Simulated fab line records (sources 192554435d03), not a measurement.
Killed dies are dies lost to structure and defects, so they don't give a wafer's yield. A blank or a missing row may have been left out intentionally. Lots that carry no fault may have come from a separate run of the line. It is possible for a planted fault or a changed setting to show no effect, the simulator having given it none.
Chamber matching / flow n5 finfet / 4 sister chambers for N5_BEOL_M2_DESCUM_33 on rie diel-06
The step chemistry O2, time 7 s. 27 wafers are shown with their chamber, then 12 later ones without.

== WAFERS PAIRED WITH THEIR CHAMBERS ==
wafer=L077.2; chamber=2; showerhead plenum p Torr (Torr)=2.25; drypump motor current A (A)=6.4; throttle valve pct (%)=20.40
wafer=L077.3; chamber=1; showerhead plenum p Torr (Torr)=2.17; drypump motor current A (A)=5.5; throttle valve pct (%)=21.02
wafer=L077.5; chamber=3; showerhead plenum p Torr (Torr)=2.09; drypump motor current A (A)=5.7; throttle valve pct (%)=20.58
wafer=L078.1; chamber=3; showerhead plenum p Torr (Torr)=2.09; drypump motor current A (A)=5.7; throttle valve pct (%)=20.56
wafer=L078.2; chamber=1; showerhead plenum p Torr (Torr)=2.17; drypump motor current A (A)=5.5; throttle valve pct (%)=21.02
wafer=L078.6; chamber=3; showerhead plenum p Torr (Torr)=2.09; drypump motor current A (A)=5.7; throttle valve pct (%)=20.56
wafer=L080.2; chamber=2; showerhead plenum p Torr (Torr)=2.25; drypump motor current A (A)=6.4; throttle valve pct (%)=20.39
wafer=L080.3; chamber=3; showerhead plenum p Torr (Torr)=2.09; drypump motor current A (A)=5.7; throttle valve pct (%)=20.57
wafer=L080.5; chamber=1; showerhead plenum p Torr (Torr)=2.17; drypump motor current A (A)=5.6; throttle valve pct (%)=21.03
wafer=L081.2; chamber=2; showerhead plenum p Torr (Torr)=2.25; drypump motor current A (A)=6.4; throttle valve pct (%)=20.40
wafer=L081.5; chamber=1; showerhead plenum p Torr (Torr)=2.17; drypump motor current A (A)=5.5; throttle valve pct (%)=21.04
wafer=L081.6; chamber=0; showerhead plenum p Torr (Torr)=2.04; drypump motor current A (A)=4.8; throttle valve pct (%)=20.25
wafer=L082.1; chamber=0; showerhead plenum p Torr (Torr)=2.04; drypump motor current A (A)=4.8; throttle valve pct (%)=20.25
wafer=L082.2; chamber=2; showerhead plenum p Torr (Torr)=2.25; drypump motor current A (A)=6.4; throttle valve pct (%)=20.39
wafer=L082.3; chamber=1; showerhead plenum p Torr (Torr)=2.17; drypump motor current A (A)=5.6; throttle valve pct (%)=21.04
wafer=L085.4; chamber=2; showerhead plenum p Torr (Torr)=2.25; drypump motor current A (A)=6.4; throttle valve pct (%)=20.41
wafer=L085.5; chamber=1; showerhead plenum p Torr (Torr)=2.17; drypump motor current A (A)=5.6; throttle valve pct (%)=21.05
wafer=L085.6; chamber=2; showerhead plenum p Torr (Torr)=2.25; drypump motor current A (A)=6.4; throttle valve pct (%)=20.39
wafer=L084.2; chamber=3; showerhead plenum p Torr (Torr)=2.09; drypump motor current A (A)=5.7; throttle valve pct (%)=20.13
wafer=L084.3; chamber=2; showerhead plenum p Torr (Torr)=2.25; drypump motor current A (A)=6.4; throttle valve pct (%)=20.42
wafer=L084.4; chamber=0; showerhead plenum p Torr (Torr)=2.04; drypump motor current A (A)=4.9; throttle valve pct (%)=20.28
wafer=L086.2; chamber=3; showerhead plenum p Torr (Torr)=2.09; drypump motor current A (A)=5.7; throttle valve pct (%)=20.16
wafer=L086.4; chamber=2; showerhead plenum p Torr (Torr)=2.25; drypump motor current A (A)=6.4; throttle valve pct (%)=20.40
wafer=L086.5; chamber=0; showerhead plenum p Torr (Torr)=2.04; drypump motor current A (A)=4.8; throttle valve pct (%)=20.27
wafer=L087.2; chamber=0; showerhead plenum p Torr (Torr)=2.03; drypump motor current A (A)=4.8; throttle valve pct (%)=20.30
wafer=L087.3; chamber=2; showerhead plenum p Torr (Torr)=2.25; drypump motor current A (A)=6.4; throttle valve pct (%)=20.42
wafer=L087.6; chamber=3; showerhead plenum p Torr (Torr)=2.09; drypump motor current A (A)=5.7; throttle valve pct (%)=20.16

SIGNATURES, as means of the wafers listed above
reading=showerhead plenum p Torr; chamber 0=2.0380; chamber 1=2.1700; chamber 2=2.2500; chamber 3=2.0900; scatter within a chamber=0.00187
reading=drypump motor current A; chamber 0=4.820; chamber 1=5.550; chamber 2=6.400; chamber 3=5.700; scatter within a chamber=0.0316
reading=throttle valve pct; chamber 0=20.2700; chamber 1=21.0333; chamber 2=20.4022; chamber 3=20.3886; scatter within a chamber=0.115
Rule: a wafer lies at a distance from a chamber equal to the root of the sum of squares, over the readings, of (its reading less the chamber's mean, divided by the reading's scatter). The wafer belongs to the nearest chamber; if the next one is less than 2 further off, it can't be placed. The scatter: take each reading less its chamber's mean, square it, sum over the shown wafers, divide by the number of wafers less the number of chambers, and take the root.

== WAFERS WHOSE CHAMBER IS MISSING ==
wafer=L090.3; showerhead plenum p Torr (Torr)=2.03; drypump motor current A (A)=4.9; throttle valve pct (%)=20.28
wafer=L090.4; showerhead plenum p Torr (Torr)=2.24; drypump motor current A (A)=6.4; throttle valve pct (%)=20.42
wafer=L090.6; showerhead plenum p Torr (Torr)=2.08; drypump motor current A (A)=5.7; throttle valve pct (%)=20.17
wafer=L089.3; showerhead plenum p Torr (Torr)=2.08; drypump motor current A (A)=5.7; throttle valve pct (%)=20.16
wafer=L089.4; showerhead plenum p Torr (Torr)=2.24; drypump motor current A (A)=6.4; throttle valve pct (%)=20.44
wafer=L089.5; showerhead plenum p Torr (Torr)=2.24; drypump motor current A (A)=6.4; throttle valve pct (%)=20.42
wafer=L092.1; showerhead plenum p Torr (Torr)=2.24; drypump motor current A (A)=6.4; throttle valve pct (%)=20.44
wafer=L092.4; showerhead plenum p Torr (Torr)=2.03; drypump motor current A (A)=4.9; throttle valve pct (%)=20.30
wafer=L092.6; showerhead plenum p Torr (Torr)=2.08; drypump motor current A (A)=5.7; throttle valve pct (%)=20.18
wafer=L093.1; showerhead plenum p Torr (Torr)=2.16; drypump motor current A (A)=5.6; throttle valve pct (%)=20.43
wafer=L093.2; showerhead plenum p Torr (Torr)=2.24; drypump motor current A (A)=6.4; throttle valve pct (%)=20.43
wafer=L093.6; showerhead plenum p Torr (Torr)=2.16; drypump motor current A (A)=5.6; throttle valve pct (%)=20.46

== CHAMBER TAKEN BY EACH ==
wafer=L090.3; from the rows above=0; in truth=0
wafer=L090.4; from the rows above=2; in truth=2
wafer=L090.6; from the rows above=3; in truth=3
wafer=L089.3; from the rows above=3; in truth=3
wafer=L089.4; from the rows above=2; in truth=2
wafer=L089.5; from the rows above=2; in truth=2
wafer=L092.1; from the rows above=2; in truth=2
wafer=L092.4; from the rows above=0; in truth=0
wafer=L092.6; from the rows above=3; in truth=3
wafer=L093.1; from the rows above=1; in truth=1
wafer=L093.2; from the rows above=2; in truth=2
wafer=L093.6; from the rows above=1; in truth=1
12 of 12 placed correctly. Left unplaced by these rows: 0. 0 placed wrongly.
